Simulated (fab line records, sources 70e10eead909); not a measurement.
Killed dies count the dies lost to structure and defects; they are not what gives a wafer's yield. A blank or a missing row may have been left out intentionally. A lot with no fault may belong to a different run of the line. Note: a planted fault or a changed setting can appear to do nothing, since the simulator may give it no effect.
Chamber matching    flow nand_harc    pecvd-01 running NHARC_P_M1_PRE_CLEAN_32: 3 sister chambers
The step time 12 s. 6 wafers are shown with their chamber, then 8 later ones without.

## WAFERS PAIRED WITH THEIR CHAMBERS
wafer   chamber  heater_power_w (W)  rf_fwd_power_W (W)
L083.2  1        668                 292.2
L083.6  2        604                 292.1
L087.2  0        572                 292.8
L087.3  1        624                 292.4
L087.4  0        549                 292.9
L086.3  2        685                 292.9

## WAFERS WITHOUT THEIR CHAMBER
wafer   heater_power_w (W)  rf_fwd_power_W (W)
L086.4  678                 291.4
L086.5  700                 293.1
L088.1  702                 291.7
L088.4  698                 291.8
L088.5  698                 292.9
L093.1  628                 291.5
L093.5  678                 293.9
L093.6  547                 291.5

## CHAMBER TAKEN BY EACH
wafer   from the rows above           in truth
L086.4  can't be placed: 1 or 2       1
L086.5  can't be placed: 2 or 1 or 0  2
L088.1  can't be placed: 1 or 2       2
L088.4  can't be placed: 1 or 2       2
L088.5  can't be placed: 2 or 1 or 0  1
L093.1  can't be placed: 1 or 2 or 0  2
L093.5  can't be placed: 2 or 0 or 1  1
L093.6  can't be placed: 1 or 2 or 0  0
Correctly placed: 0 of 8. These rows do not allow placing 8 (true chamber among the candidates in 8). 0 placed wrongly.
How it was worked out, from the rows above alone: a wafer's distance from a chamber is the root of the sum, over the readings, of the square of ((its reading less the chamber's mean) divided by the reading's scatter). The wafer belongs to the nearest chamber; if the next one is less than 2 further off, it can't be placed. Each chamber's mean is taken over the wafers shown for it. How the scatter is found: for the shown wafers, subtract from each reading the mean of its chamber, square and add these, divide the total by (wafers less chambers), then take the root.
